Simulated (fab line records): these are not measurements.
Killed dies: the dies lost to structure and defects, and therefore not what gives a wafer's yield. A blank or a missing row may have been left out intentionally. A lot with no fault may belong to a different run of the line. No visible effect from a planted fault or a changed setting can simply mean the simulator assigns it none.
Matching of chambers    flow nandHarc    NHARC_A_CONTACT_DEP_58 on pecvd-02: 3 sister chambers
The step deposits SiON, target thk 60 nm. 24 wafers are shown with their chamber, then 12 later ones without.

## WAFERS, EACH WITH ITS CHAMBER
wafer   chamber  heaterPowerW (W)  susceptorTempC (C)
L076.4  0        716               399.95
L076.5  1        734               399.99
L076.6  2        672               400.42
L075.1  2        653               399.76
L075.2  0        776               400.06
L075.6  2        644               399.72
L077.1  1        677               400.43
L077.3  2        664               400.07
L077.5  0        766               400.04
L082.1  2        619               400.44
L082.2  0        784               399.70
L082.4  2        634               400.14
L084.1  2        674               399.95
L084.2  1        778               400.17
L084.3  0        769               400.00
L083.1  0        650               399.75
L083.2  2        558               399.99
L083.3  1        765               400.05
L087.1  2        657               400.00
L087.2  0        736               400.33
L087.6  0        725               400.06
L089.1  0        790               400.01
L089.4  2        667               400.22
L089.5  1        733               400.18

SIGNATURES, as means of the wafers listed above
reading         chamber 0  chamber 1  chamber 2  scatter within a chamber
heaterPowerW    745.78     737.40     644.20     39.6
susceptorTempC  399.9889   400.1640   400.0710   0.209
Rule: a wafer's distance from a chamber is the root of the sum, over the readings, of the square of ((its reading less the chamber's mean) divided by the reading's scatter). The wafer belongs to the nearest chamber; if the next one is less than 2 further off, it can't be placed. The scatter: the root of (the sum of the squares of (reading less its chamber's mean) over the shown wafers, divided by (wafers less chambers)).

## WAFERS WITHOUT THEIR CHAMBER
wafer   heaterPowerW (W)  susceptorTempC (C)
L094.2  635               400.14
L094.4  636               399.82
L094.5  651               400.05
L095.1  807               400.24
L095.4  743               400.04
L095.5  587               399.73
L096.2  551               399.96
L096.4  739               399.86
L096.5  782               400.01
L097.1  726               399.97
L097.2  786               400.26
L097.3  654               399.96

## THE CHAMBER EACH PASSED THROUGH
wafer    from the rows above            in truth
L094.2   2                              2
L094.4   can't be placed: 2 or 0 or 1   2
L094.5   2                              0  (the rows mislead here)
L095.1   can't be placed: 1 or 0        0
L095.4   can't be placed: 0 or 1        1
L095.5   2                              2
L096.2   2                              2
L096.4   can't be placed: 0 or 1 or 2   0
L096.5   can't be placed: 0 or 1        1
L097.1   can't be placed: 0 or 1 or 2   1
L097.2   can't be placed: 1 or 0        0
L097.3   can't be placed: 2 or 1 or 0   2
Correctly placed: 3 of 12. Can't be placed from these rows: 8 (the true chamber is among the candidates in 8). 1 placed wrongly.
